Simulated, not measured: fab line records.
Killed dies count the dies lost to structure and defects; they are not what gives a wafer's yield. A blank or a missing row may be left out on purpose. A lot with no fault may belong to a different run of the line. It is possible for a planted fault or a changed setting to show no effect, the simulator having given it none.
Lot-split experiment | flow n5-finfet | 21 wafers read from 7 lots, route of 1938 steps

== THE SPLIT ==
At N5_SD_EPI_N_EXPOSE_06 (exposes mask SD N BLK, target cd 120 nm), the setting dose-mj was moved away from the recipe's 39.75 on 9 of the 21 wafers read, by -2.6% to +6.5%. This setting was run at the recipe's value on the other wafers.

== FROM THE SPLIT TO THE READING: what the file shows between them, 2 steps ==
- N5_SD_EPI_N_PEB_07: peb time 60 s
- N5_SD_EPI_N_DEVELOP_08: develop time 30 s

== THE READING ==
cd-nm at N5_SD_EPI_N_CD_MEAS_09, given in nm (cd target 120 nm). On this fab line, fault-free wafers typically give 120.1 nm with a standard deviation of 0.63 nm.

wafer  | tool, chamber at the split | dose-mj as run | against the recipe | cd-nm, nm | against lot-mates on the recipe
L074.1 | arfi-scanner-01, 0         | 39.75          | recipe             | 119.9     | -
L074.2 | arfi-scanner-01, 0         | 39.75          | recipe             | 120.5     | -
L074.3 | arfi-scanner-01, 0         | 39.75          | recipe             | 119.6     | -
L079.3 | arfi-scanner-02, 0         | 42.35          | +6.5%              | 124.5     | +4.2
L079.5 | arfi-scanner-02, 0         | 39.75          | recipe             | 120.3     | -
L079.6 | arfi-scanner-02, 0         | 42.35          | +6.5%              | 124.9     | +4.6
L084.1 | arfi-scanner-02, 0         | 40.83          | +2.7%              | 121.5     | +0.5
L084.2 | arfi-scanner-02, 0         | 39.75          | recipe             | 121.0     | -
L084.5 | arfi-scanner-02, 0         | 40.83          | +2.7%              | 121.0     | +0.0
L087.3 | arfi-scanner-01, 0         | 39.75          | recipe             | 119.8     | -
L087.5 | arfi-scanner-01, 0         | 38.7           | -2.6%              | 117.8     | -1.4
L087.6 | arfi-scanner-01, 0         | 39.75          | recipe             | 118.6     | -
L088.1 | arfi-scanner-03, 0         | 38.93          | -2.1%              | 118.9     | -1.5
L088.2 | arfi-scanner-03, 0         | 39.75          | recipe             | 120.4     | -
L088.3 | arfi-scanner-03, 0         | 38.93          | -2.1%              | 119.2     | -1.2
L092.4 | arfi-scanner-01, 0         | 42.21          | +6.2%              | 124.9     | +3.8
L092.5 | arfi-scanner-01, 0         | 42.21          | +6.2%              | 124.2     | +3.1
L092.6 | arfi-scanner-01, 0         | 39.75          | recipe             | 121.1     | -
L095.2 | arfi-scanner-01, 0         | 39.75          | recipe             | 119.8     | -
L095.3 | arfi-scanner-01, 0         | 39.75          | recipe             | 118.8     | -
L095.6 | arfi-scanner-01, 0         | 39.75          | recipe             | 121.1     | -

THE FIT
A straight line over all 21 wafers: cd-nm changes by +0.691 nm for each +1% of dose-mj; r = +0.94; the points scatter about the line by 0.71 nm.
The same after taking each lot's own level away (the mean of its wafers on the recipe; 21 wafers): +0.589 nm for each +1%; r = +0.93; scatter 0.67 nm.
That fit puts the effect of the largest move of dose-mj on the reading at 3.9 nm.
From 119.20 to 121.10 nm: that is the span of the lots' own levels, equal to 3.0 times the standard deviation above.
In other words, the slope is changed by the lot-to-lot level; the two fits disagree.
Check: +3.62 nm against its lot-mates is what the line predicts for one of the wafers moved furthest among these (+6.5%) when that wafer is left out of the fit. It came out at +4.2 nm against them.

== ADDITIONAL SPLITS CARRIED BY THESE WAFERS ==
Before the reading, these wafers also passed through other splits. Each is held against what the fit with the lots' levels taken away leaves over:
other split on the same wafers | wafers away from the commonest value | r with cd-nm (lot level and that fit taken away)
N5_WELL_APT_COAT_02 spin-rpm   | 9                                    | +0.34
N5_WELL_APT_DESCUM_13 time-s   | 6                                    | -0.05
N5_FIN_SAQP_COAT_68 spin-rpm   | 8                                    | -0.08
N5_DUMMY_GATE_HM_DEP_06 time-s | 15                                   | -0.15
N5_DUMMY_GATE_COAT_28 spin-rpm | 5                                    | +0.18

== THE WHOLE CHAIN: every reading that the file lists as answering this split, in the file's order ==
step                   | what it does                                           | reading                                                         | change (the file's fit)               | r (the file's)
N5_SD_EPI_N_CD_MEAS_09 | target cd 120 nm                                       | cd-nm                                                           | +0.577 nm for each +1% of the setting | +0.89
N5_SD_EPI_N_DESCUM_14  | chemistry O2, time 7.9 s                               | SD_EPI_N.cd-nm (the simulator's own value, which no gauge read) | +0.545 nm for each +1% of the setting | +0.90
N5_SD_EPI_N_ETCH_34    | etches SiARC in CF4, target depth 45.5 nm, time 75.8 s | SD_EPI_N.cd-nm (the simulator's own value, which no gauge read) | +0.59 nm for each +1% of the setting  | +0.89

== THE FILE'S OWN FIT ==
cd-nm changes by +0.577 nm for each +1% of dose-mj, r = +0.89.
